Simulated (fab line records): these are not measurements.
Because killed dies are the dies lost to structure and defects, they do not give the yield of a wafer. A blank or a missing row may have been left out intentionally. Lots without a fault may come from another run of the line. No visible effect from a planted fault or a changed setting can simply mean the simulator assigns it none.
fab line records    flow nandHarc    part 1 of 2: steps 1 to 24 of 25
record: lots: 7  wafers: 21  lastDay: 32
route steps=1302 shown A_M0@1164 A_M1@1169 END@1302
lots untouched by any fault: they come from a run of this same line in which no faults occurred
startH: hours from the record's first day to the start of the lot's first wafer shown    waitH: hours since the lot's step before    " as in the row above    L1.1+2: a row that stands for several wafers    - no value, or no start was given    * or withheld: withheld    < > ~ a bound
route shown NAME@n: NAME is a module with steps in the file, n the number in the route of the first one    usual: mean/standard deviation taken from wafers without a fault    same: alike in all rows    chamber/n: place in a boat    sites: per-site readings    _std_site: their standard deviation    _edge_site: the outer-site mean with the inner-site mean subtracted    radiusMm: how far each site lies from the wafer's centre    mask NAME#n: copy n    behind: the most recent tool/chamber to have shaped the wafer    hold: why the lot was held/for how many hours/how that ended    device: transistor that didn't switch, given as n, p or np    end of line: the route-end tests of the same wafers    for a step that has no rows: nothing shown but its recipe    killed: dies that structure and defects cost at the first sort, which is not the same as the wafer's yield    map: the dies of a wafer, with x for killed, . for not killed, _ for no die there
set.NAME: the setting that was run; set.NAME@STEP: the one run at that earlier step    model.NAME: the simulator's own value behind a step, which no gauge read
certain route steps with their lots: each step a table, each wafer a row
services: the hour from which a tool's chamber was out of use, counted from the record's first day as startH (under 0 if before that day), plus the number of hours and why
== steps ==
step: NHARC_A_M0_SRD_25
step: NHARC_A_M0_INSPECT_27
usual: rawDefectCount: 531/120
lot.wafer  tool              chamber  startH  waitH  rawDefectCount
L393.1     defectInspect-02  -        543.67  0.0    462
L393.3     "                 -        "       "      443
L393.6     "                 -        "       "      707
L392.1     defectInspect-02  -        545.01  0.0    407
L392.4     "                 -        "       "      433
L392.5     "                 -        "       "      531
L395.3     defectInspect-02  -        591.19  0.0    581
L395.5     "                 -        "       "      482
L395.6     "                 -        "       "      478
L398.2     defectInspect-02  -        619.84  0.0    466
L398.3     "                 -        "       "      559
L398.6     "                 -        "       "      568
L407.2     defectInspect-02  -        698.89  0.0    715
L407.5     "                 -        "       "      506
L407.6     "                 -        "       "      490
L410.1     defectInspect-02  -        725.55  0.0    696
L410.2     "                 -        "       "      689
L410.5     "                 -        "       "      527
L411.1     defectInspect-02  -        739.42  0.0    532
L411.3     "                 -        "       "      372
L411.5     "                 -        "       "      498
step: NHARC_A_M0_PRE_CLEAN_31
recipe: timeS: 12  tempC: 370  rfPowerW: 300  gas: NH3
usual: heaterPowerW: 654/67
lot.wafer  tool      chamber  startH  waitH  heaterPowerW
L393.3     pecvd-02  0        543.74  0.1    555
L393.1     "         2        "       "      712
L393.6     "         1        "       "      707
L392.1     pecvd-02  1        545.08  0.1    695
L392.4     "         1        "       "      686
L392.5     "         0        "       "      569
L395.3     pecvd-04  2        591.28  0.1    660
L395.5     "         0        "       "      652
L395.6     "         1        "       "      765
L398.3     pecvd-01  0        619.91  0.1    578
L398.2     "         1        "       "      585
L398.6     "         2        "       "      792
L407.2     pecvd-01  2        698.98  0.1    781
L407.6     "         1        "       "      583
L407.5     "         2        "       "      802
L410.1     pecvd-01  2        725.82  0.3    660
L410.2     "         1        "       "      571
L410.5     "         0        "       "      595
L411.1     pecvd-01  1        739.49  0.1    571
L411.3     "         0        "       "      564
L411.5     "         0        "       "      570
step: NHARC_A_M0_DEP_32
recipe: targetThkA: 300  tempC: 370  targetThkNm: 30  pressureTorr: 3  flowSccm: 200  rfW: 450  material: SiCN
usual: heaterPowerW: 603/66
lot.wafer  tool      chamber  startH  waitH  heaterPowerW
L393.3     pecvd-02  0        543.81  0.1    492
L393.1     "         2        "       "      701
L393.6     "         1        "       "      586
L392.1     pecvd-02  1        545.16  0.1    674
L392.4     "         1        "       "      669
L392.5     "         0        "       "      489
L395.3     pecvd-04  2        591.42  0.1    551
L395.5     "         0        "       "      699
L395.6     "         1        "       "      669
L398.3     pecvd-01  0        619.99  0.1    604
L398.2     "         1        "       "      522
L398.6     "         2        "       "      728
L407.2     pecvd-01  2        699.08  0.1    631
L407.6     "         1        "       "      525
L407.5     "         2        "       "      652
L410.1     pecvd-01  2        725.89  0.1    675
L410.2     "         1        "       "      568
L410.5     "         0        "       "      562
L411.1     pecvd-01  1        739.57  0.1    490
L411.3     "         0        "       "      573
L411.5     "         0        "       "      570
step: NHARC_A_M1_DEP_00
recipe: targetThkA: 1825  targetThkNm: 182.5  tempC: withheld  pressureTorr: 5  flowSccm: 200  rfW: 600  material: SiOC
step: NHARC_A_M1_DEHYDRATE_01
recipe: tempC: 150  timeS: 120
step: NHARC_A_M1_HMDS_02
recipe: timeS: 30
step: NHARC_A_M1_COAT_34
recipe: tempC: 200  timeS: 65
step: NHARC_A_M1_COAT_03
recipe: spinRpm: 1500  resistThkNm: 90
step: NHARC_A_M1_SOFTBAKE_04
recipe: tempC: 105  timeS: 55
step: NHARC_A_M1_EBR_05
step: NHARC_A_M1_EXPOSE_06
recipe: na: 1.35  targetCdNm: 120  doseMj: 75.13  maskId: A_M1
usual: exposureDoseMJCm2: 75.01/0.12
lot.wafer  tool            chamber  startH  waitH  mask    exposureDoseMJCm2
L393.1     arfiScanner-02  0        544.80  -      A_M1#0  74.98
L393.3     "               0        "       "      A_M1#0  75.05
L393.6     "               0        "       "      A_M1#0  74.95
L392.1     arfiScanner-02  0        546.12  -      A_M1#0  77.91
L392.4     "               0        "       "      A_M1#0  77.98
L392.5     "               0        "       "      A_M1#0  77.85
L395.3     arfiScanner-02  0        592.45  -      A_M1#0  77.37
L395.5     "               0        "       "      A_M1#0  77.46
L395.6     "               0        "       "      A_M1#0  77.38
L398.2     arfiScanner-02  0        621.10  -      A_M1#0  76.78
L398.3     "               0        "       "      A_M1#0  76.99
L398.6     "               0        "       "      A_M1#0  76.88
L407.2     arfiScanner-03  0        700.13  -      A_M1#0  74.79
L407.5     "               0        "       "      A_M1#0  74.85
L407.6     "               0        "       "      A_M1#0  74.78
L410.1     arfiScanner-01  0        726.85  -      A_M1#0  75.10
L410.2     "               0        "       "      A_M1#0  75.07
L410.5     "               0        "       "      A_M1#0  75.09
L411.1     arfiScanner-01  0        740.55  -      A_M1#0  75.09
L411.3     "               0        "       "      A_M1#0  75.07
L411.5     "               0        "       "      A_M1#0  75.07
step: NHARC_A_M1_PEB_07
recipe: pebTempC: 100  pebTimeS: 65
step: NHARC_A_M1_DEVELOP_08
recipe: developTimeS: 35  devTempC: 23
step: NHARC_A_M1_CD_MEAS_09
recipe: targetCdNm: 120  landingEnergyEv: 500
usual: cdNm: 120.1/0.53
lot.wafer  tool      chamber  startH  waitH  cdNm
L393.1     cdSem-03  0        544.94  -      120.0
L393.3     "         0        "       "      119.7
L393.6     "         0        "       "      120.3
L392.1     cdSem-01  0        546.26  -      121.6
L392.4     "         0        "       "      122.3
L392.5     "         0        "       "      121.8
L395.3     cdSem-01  0        592.59  -      122.1
L395.5     "         0        "       "      121.6
L395.6     "         0        "       "      122.0
L398.2     cdSem-03  0        621.24  -      121.3
L398.3     "         0        "       "      121.1
L398.6     "         0        "       "      121.1
L407.2     cdSem-02  0        700.26  -      119.6
L407.5     "         0        "       "      119.4
L407.6     "         0        "       "      119.7
L410.1     cdSem-02  0        726.99  -      120.1
L410.2     "         0        "       "      119.7
L410.5     "         0        "       "      119.5
L411.1     cdSem-02  0        740.69  -      120.5
L411.3     "         0        "       "      120.0
L411.5     "         0        "       "      120.4
step: NHARC_A_M1_OVL_MEAS_10
recipe: pitchNm: 240
usual: overlayXNm: 0.1/0.68  overlayYNm: -0.1/0.86
lot.wafer  tool        chamber  startH  waitH  overlayXNm  overlayYNm
L393.1     overlay-02  -        545.03  -      0.2         -0.1
L393.3     "           -        "       "      -0.1        -0.1
L393.6     "           -        "       "      -0.3        -0.3
L392.1     overlay-02  -        546.35  -      -0.5        -0.5
L392.4     "           -        "       "      -0.9        -0.4
L392.5     "           -        "       "      -0.9        -0.3
L395.3     overlay-01  -        592.68  -      0.0         0.8
L395.5     "           -        "       "      -0.3        0.5
L395.6     "           -        "       "      -0.3        -0.3
L398.2     overlay-01  -        621.32  -      -0.3        -0.5
L398.3     "           -        "       "      -0.1        -0.9
L398.6     "           -        "       "      0.1         -0.9
L407.2     overlay-01  -        700.35  -      -0.5        0.0
L407.5     "           -        "       "      -0.4        -0.6
L407.6     "           -        "       "      -0.3        0.0
L410.1     overlay-02  -        727.08  -      0.2         -0.8
L410.2     "           -        "       "      0.8         -0.9
L410.5     "           -        "       "      1.0         -0.6
L411.1     overlay-01  -        740.78  -      -0.9        -0.8
L411.3     "           -        "       "      -0.7        -0.3
L411.5     "           -        "       "      -0.8        -0.7
step: NHARC_A_M1_INSPECT_11
usual: rawDefectCount: 84/47
lot.wafer  tool              chamber  startH  waitH  rawDefectCount
L393.1     defectInspect-01  -        545.06  0.0    153
L393.3     "                 -        "       "      166
L393.6     "                 -        "       "      181
L392.1     defectInspect-02  -        546.39  0.0    14
L392.4     "                 -        "       "      22
L392.5     "                 -        "       "      20
L395.3     defectInspect-02  -        592.72  0.0    63
L395.5     "                 -        "       "      57
L395.6     "                 -        "       "      68
L398.2     defectInspect-02  -        621.36  0.0    25
L398.3     "                 -        "       "      26
L398.6     "                 -        "       "      43
L407.2     defectInspect-02  -        700.39  0.0    56
L407.5     "                 -        "       "      62
L407.6     "                 -        "       "      60
L410.1     defectInspect-02  -        727.12  0.0    119
L410.2     "                 -        "       "      108
L410.5     "                 -        "       "      120
L411.1     defectInspect-01  -        740.81  0.0    37
L411.3     "                 -        "       "      64
L411.5     "                 -        "       "      44
step: NHARC_A_M1_DESCUM_14
recipe: timeS: 3  o2FlowSccm: 200  arFlowSccm: 0  biasPowerW: 0  chemistry: O2
usual: drypumpMotorCurrentA: 5.9/0.32  oesProductAu: 1.001/0.0072  rfVppV: 57.7/0.95  showerheadPlenumPTorr: 1.91/0.096  throttleValvePct: 11.313/0.0089
lot.wafer  tool        chamber  startH  waitH  drypumpMotorCurrentA  oesProductAu  rfHoursCounterH  rfVppV  showerheadPlenumPTorr  throttleValvePct  model.A_M1.cdNm
L393.1     rieDiel-12  0        545.12  0.1    6.0                   0.997         3.1              59.1    2.05                   11.318            119.9
L393.3     "           1        "       "      6.2                   1.005         2.7              56.2    1.85                   11.315            119.7
L393.6     "           1        "       "      6.2                   1.005         -                57.6    1.85                   11.329            120.3
L392.4     rieDiel-12  0        546.47  0.1    6.0                   1.005         3.2              57.0    2.05                   11.310            122.4
L392.1     "           3        "       "      6.0                   1.006         3.2              58.2    1.78                   11.310            121.3
L392.5     "           1        "       "      6.2                   1.004         -                56.6    1.85                   11.313            122.3
L395.3     rieDiel-10  2        592.80  0.1    5.5                   1.003         10.4             57.5    1.83                   11.292            122.2
L395.6     "           0        "       "      5.4                   1.003         -                57.5    1.96                   11.321            121.7
L395.5     "           1        "       "      5.3                   1.007         -                57.1    1.90                   11.313            121.4
L398.3     rieDiel-01  1        621.42  0.1    6.4                   1.009         1.1              56.5    1.80                   11.300            120.7
L398.2     "           0        "       "      5.9                   1.000         1.1              58.1    2.07                   11.316            120.7
L398.6     "           1        "       "      6.4                   0.997         -                56.7    1.80                   11.310            121
L407.2     rieDiel-12  2        700.46  0.1    6.2                   0.991         4.7              58.2    1.97                   11.310            119.4
L407.6     "           0        "       "      6.0                   0.995         -                56.8    2.05                   11.320            119.6
L407.5     "           1        "       "      6.2                   0.994         -                56.2    1.85                   11.307            119
L410.1     rieDiel-12  1        727.18  0.1    6.2                   1.003         6.6              57.3    1.85                   11.304            119.9
L410.2     "           2        "       "      6.2                   1.002         7.0              58.6    1.97                   11.328            119.7
L410.5     "           2        "       "      6.2                   1.000         -                58.3    1.97                   11.308            118.9
L411.3     rieDiel-12  0        740.88  0.1    6.0                   1.002         8.5              58.1    2.05                   11.304            120
L411.1     "           2        "       "      6.2                   0.990         8.2              57.9    1.97                   11.322            120.5
L411.5     "           0        "       "      6.0                   0.999         -                59.1    2.05                   11.308            120.3
step: NHARC_A_M1_ETCH_35
recipe: targetDepthA: 400  overetchA: 120  timeS: 43.94  ionEnergyEv: 200  n2FlowSccm: 150  h2FlowSccm: 150  arFlowSccm: 0  rfW: 400  biasW: 150  chemistry: N2/H2
usual: drypumpMotorCurrentA: 5.9/0.32  oesProductAu: 1.000/0.006  rfVppV: 430.2/3  showerheadPlenumPTorr: 2.03/0.1  throttleValvePct: 14.172/0.0089
lot.wafer  tool        chamber  startH  waitH  drypumpMotorCurrentA  oesProductAu  rfHoursCounterH  rfVppV  showerheadPlenumPTorr  throttleValvePct
L393.1     rieDiel-12  1        545.21  0.1    6.2                   0.999         2.7              428.0   1.97                   14.176
L393.3     "           0        "       "      6.0                   0.994         3.2              433.0   2.19                   14.167
L393.6     "           2        "       "      6.2                   1.000         -                433.9   2.11                   14.167
L392.1     rieDiel-12  3        546.56  0.1    6.0                   0.997         3.2              427.0   1.89                   14.190
L392.4     "           1        "       "      6.2                   1.004         2.7              428.3   1.97                   14.161
L392.5     "           3        "       "      6.0                   1.001         -                426.2   1.89                   14.176
L395.3     rieDiel-10  1        592.87  0.1    5.3                   1.011         9.0              430.8   2.03                   14.164
L395.6     "           1        "       "      5.3                   1.015         -                429.5   2.03                   14.171
L395.5     "           2        "       "      5.5                   0.996         -                427.5   1.95                   14.174
L398.2     rieDiel-01  1        621.51  0.1    6.4                   0.999         1.1              427.5   1.91                   14.164
L398.3     "           0        "       "      5.9                   0.993         1.1              433.0   2.21                   14.178
L398.6     "           1        "       "      6.4                   0.996         -                426.1   1.91                   14.175
L407.2     rieDiel-12  2        700.54  0.1    6.1                   1.000         4.7              432.6   2.11                   14.167
L407.5     "           1        "       "      6.2                   0.996         -                427.4   1.97                   14.169
L407.6     "           2        "       "      6.2                   1.003         -                432.2   2.11                   14.177
L410.2     rieDiel-12  0        727.26  0.1    6.0                   0.995         7.9              433.3   2.19                   14.182
L410.1     "           1        "       "      6.2                   0.999         6.6              427.3   1.97                   14.174
L410.5     "           0        "       "      6.0                   1.000         -                435.3   2.19                   14.179
L411.3     rieDiel-12  1        740.98  0.1    6.2                   1.003         7.9              429.6   1.97                   14.179
L411.1     "           2        "       "      6.2                   0.997         8.2              433.1   2.11                   14.167
L411.5     "           2        "       "      6.2                   1.003         -                432.1   2.11                   14.157
step: NHARC_A_M1_ETCH_15
recipe: targetDepthA: 1825  timeS: 91.2  c4f8FlowSccm: withheld  arFlowSccm: 400  rfW: 600  biasW: 300  chemistry: C4F8/Ar
usual: oesProductAu: 0.959/0.018  rfVppV: 441/3.1
lot.wafer  tool        chamber  startH  waitH  oesProductAu  rfHoursCounterH  rfVppV
L393.1     rieDiel-12  3        -       -      0.975         3.1              437
L393.3     "           2        "       "      0.978         2.7              442
L393.6     "           0        "       "      0.964         -                444
L392.4     rieDiel-12  1        -       -      0.971         2.8              440
L392.1     "           2        "       "      0.957         2.7              442
L392.5     "           3        "       "      0.981         -                436
L395.3     rieDiel-10  2        -       -      0.927         10.4             438
L395.6     "           0        "       "      0.915         -                442
L395.5     "           1        "       "      0.927         -                441
L398.2     rieDiel-01  2        -       -      0.936         0.6              442
L398.3     "           3        "       "      0.951         1.2              441
L398.6     "           1        "       "      0.936         -                437
L407.2     rieDiel-12  1        -       -      0.965         4.6              439
L407.5     "           0        "       "      0.967         -                445
L407.6     "           1        "       "      0.961         -                438
L410.1     rieDiel-12  2        -       -      0.956         7.0              442
L410.2     "           3        "       "      0.978         7.6              436
L410.5     "           1        "       "      0.961         -                439
L411.1     rieDiel-12  0        -       -      0.965         8.5              444
L411.3     "           2        "       "      0.963         8.3              442
L411.5     "           0        "       "      0.964         -                445
step: NHARC_A_M1_CD_MEAS_16
usual: cdNm: 120.0/0.64
lot.wafer  tool      chamber  startH  waitH  cdNm
L393.1     cdSem-03  -        545.43  -      120.2
L393.3     "         -        "       "      120.1
L393.6     "         -        "       "      121.0
L392.1     cdSem-02  -        546.77  -      121.5
L392.4     "         -        "       "      122.7
L392.5     "         -        "       "      122.4
L395.3     cdSem-01  -        593.09  -      122.3
L395.5     "         -        "       "      121.4
L395.6     "         -        "       "      121.6
L398.2     cdSem-01  -        621.73  -      121.1
L398.3     "         -        "       "      120.2
L398.6     "         -        "       "      121.1
L407.2     cdSem-03  -        700.75  -      119.2
L407.5     "         -        "       "      119.4
L407.6     "         -        "       "      119.3
L410.1     cdSem-01  -        727.48  -      120.8
L410.2     "         -        "       "      119.4
L410.5     "         -        "       "      118.7
L411.1     cdSem-02  -        741.22  -      120.4
L411.3     "         -        "       "      120.4
L411.5     "         -        "       "      120.2
step: NHARC_A_M1_STRIP_18
recipe: powerW: 1000  n2FlowSccm: 150  h2FlowSccm: 150  arFlowSccm: 0  biasW: 0  chemistry: N2/H2
usual: drypumpMotorCurrentA: 6.01/0.27  oesProductAu: 0.997/0.0078  rfVppV: 90.7/1  showerheadPlenumPTorr: 2.04/0.11  throttleValvePct: 14.171/0.0088
lot.wafer  tool        chamber  startH  waitH  drypumpMotorCurrentA  oesProductAu  rfHoursCounterH  rfVppV  showerheadPlenumPTorr  throttleValvePct
L393.1     rieDiel-10  3        545.50  0.1    5.51                  1.001         8.4              90.0    1.95                   14.165
L393.3     "           1        "       "      5.26                  1.005         7.1              90.0    2.03                   14.176
L393.6     "           3        "       "      5.50                  1.005         -                90.4    1.95                   14.175
L392.1     rieDiel-01  3        546.85  0.1    6.03                  0.989         3.8              89.5    1.99                   14.171
L392.4     "           2        "       "      5.98                  0.981         3.9              90.3    2.09                   14.164
L392.5     "           0        "       "      5.92                  0.990         -                92.8    2.21                   14.171
L395.3     rieDiel-12  3        593.23  0.1    6.03                  0.998         5.9              89.4    1.89                   14.171
L395.6     "           1        "       "      6.20                  0.993         -                89.2    1.97                   14.153
L395.5     "           3        "       "      5.99                  0.994         -                89.4    1.89                   14.178
L398.3     rieDiel-12  0        621.82  0.1    5.98                  0.999         6.7              91.4    2.19                   14.170
L398.2     "           1        "       "      6.18                  1.005         7.6              89.0    1.97                   14.178
L398.6     "           0        "       "      5.97                  1.001         -                91.3    2.19                   14.176
L407.2     rieDiel-01  1        700.89  0.1    6.41                  1.008         3.4              90.5    1.91                   14.166
L407.5     "           2        "       "      5.96                  1.000         -                92.2    2.09                   14.178
L407.6     "           0        "       "      5.94                  0.995         -                91.2    2.21                   14.176
L410.2     rieDiel-01  0        727.58  0.1    5.93                  1.000         3.6              90.4    2.21                   14.176
L410.1     "           2        "       "      6.00                  0.999         3.4              91.9    2.09                   14.184
L410.5     "           3        "       "      6.07                  1.014         -                89.9    1.99                   14.161
L411.1     rieDiel-12  2        741.30  0.1    6.20                  1.000         8.3              91.4    2.11                   14.171
L411.3     "           1        "       "      6.21                  0.996         8.0              88.8    1.97                   14.168
L411.5     "           1        "       "      6.19                  0.996         -                90.3    1.97                   14.170
step: NHARC_A_M1_ETCH_28
recipe: targetDepthA: 300  overEtchFrac: 0.3  timeS: 72.99  ionEnergyEv: 150  cf4FlowSccm: 50  n2FlowSccm: 100  arFlowSccm: 150  rfW: 300  biasW: 100  chemistry: CF4/N2
usual: drypumpMotorCurrentA: 6.01/0.28  oesProductAu: 0.998/0.0081  rfVppV: 314.2/2.2  showerheadPlenumPTorr: 2.63/0.13  throttleValvePct: 19.793/0.0093
lot.wafer  tool        chamber  startH  waitH  drypumpMotorCurrentA  oesProductAu  rfHoursCounterH  rfVppV  showerheadPlenumPTorr  throttleValvePct  model.A_M1.cdNm
L393.3     rieDiel-10  2        -       -      5.55                  1.006         8.1              313.1   2.52                   19.794            119.9
L393.1     "           3        "       "      5.48                  1.007         8.5              312.3   2.52                   19.797            119.8
L393.6     "           1        "       "      5.26                  1.011         -                313.6   2.61                   19.791            120.2
L392.4     rieDiel-01  0        -       -      5.93                  0.995         4.5              318.6   2.83                   19.794            122.3
L392.1     "           3        "       "      6.07                  0.991         3.9              313.7   2.56                   19.791            121.5
L392.5     "           1        "       "      6.39                  0.990         -                311.5   2.47                   19.775            122.6
L395.3     rieDiel-12  3        -       -      6.05                  0.991         5.9              309.7   2.45                   19.787            122.1
L395.5     "           2        "       "      6.20                  0.998         -                315.3   2.71                   19.804            121.6
L395.6     "           3        "       "      6.04                  1.002         -                310.8   2.45                   19.794            122
L398.3     rieDiel-12  2        -       -      6.19                  1.010         7.0              314.3   2.71                   19.794            120.3
L398.2     "           0        "       "      6.00                  0.993         6.7              316.6   2.80                   19.795            121.1
L398.6     "           2        "       "      6.18                  0.996         -                315.3   2.71                   19.795            121.2
L407.2     rieDiel-01  2        -       -      5.99                  0.996         2.9              316.1   2.68                   19.785            118.9
L407.6     "           1        "       "      6.43                  0.999         -                312.0   2.47                   19.786            119.3
L407.5     "           2        "       "      6.00                  0.998         -                315.1   2.68                   19.799            119
L410.1     rieDiel-01  0        -       -      5.88                  0.999         3.6              317.0   2.82                   19.808            119.9
L410.2     "           2        "       "      5.98                  1.001         3.4              316.4   2.68                   19.793            118.7
L410.5     "           0        "       "      5.92                  0.988         -                319.3   2.82                   19.799            118.5
L411.1     rieDiel-12  0        -       -      5.98                  0.984         8.6              315.9   2.80                   19.782            120.2
L411.3     "           2        "       "      6.16                  0.996         8.4              316.3   2.70                   19.808            120.1
L411.5     "           1        "       "      6.23                  0.987         -                313.1   2.54                   19.794            120.4
step: NHARC_A_M1_STRIP_19
recipe: timeS: 600  tempC: 30  chemistry: postEtchResidueRemover
== key ==
firstSign: step: NHARC_A_M1_EXPOSE_06  reading: exposureDoseMJCm2  direction: up  sigmas: 20  usual: 75.01  struck: 77.40
effect: step: NHARC_A_M1_CD_MEAS_09  reading: cdNm  direction: up  sigmas: 3  usual: 120.1  struck: 121.7  through: controlLoop
effect: step: NHARC_A_M1_CD_MEAS_16  reading: cdNm  direction: up  sigmas: 2.4  usual: 120.0  struck: 121.6  through: controlLoop
modelEffect: step: NHARC_A_M1_DESCUM_14  value: A_M1.cdNm  without: 119.7  struck: 121.5
modelEffect: step: NHARC_A_M1_ETCH_28  value: A_M1.cdNm  without: 119.8  struck: 121.6
metAt NHARC_A_M1_EXPOSE_06
struckWafers L392.1,L392.4,L392.5,L395.3,L395.5,L395.6,L398.2,L398.3,L398.6
loopTrim: step: NHARC_A_M1_EXPOSE_06  setting: dose  lots: L395,L398
onsetBetween 544.80 546.12
fault: kind: processParameterDrift  tool: arfiScanner-02  chamber: -  onsetH: 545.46  steps: NHARC_A_M1_EXPOSE_06  channel: doseMj  offset: 2.8929  shape: step  actsIn: theseRecipesOnly  stated: 75.13
loopTrim: a control loop set the setting to another value than it would have without faults
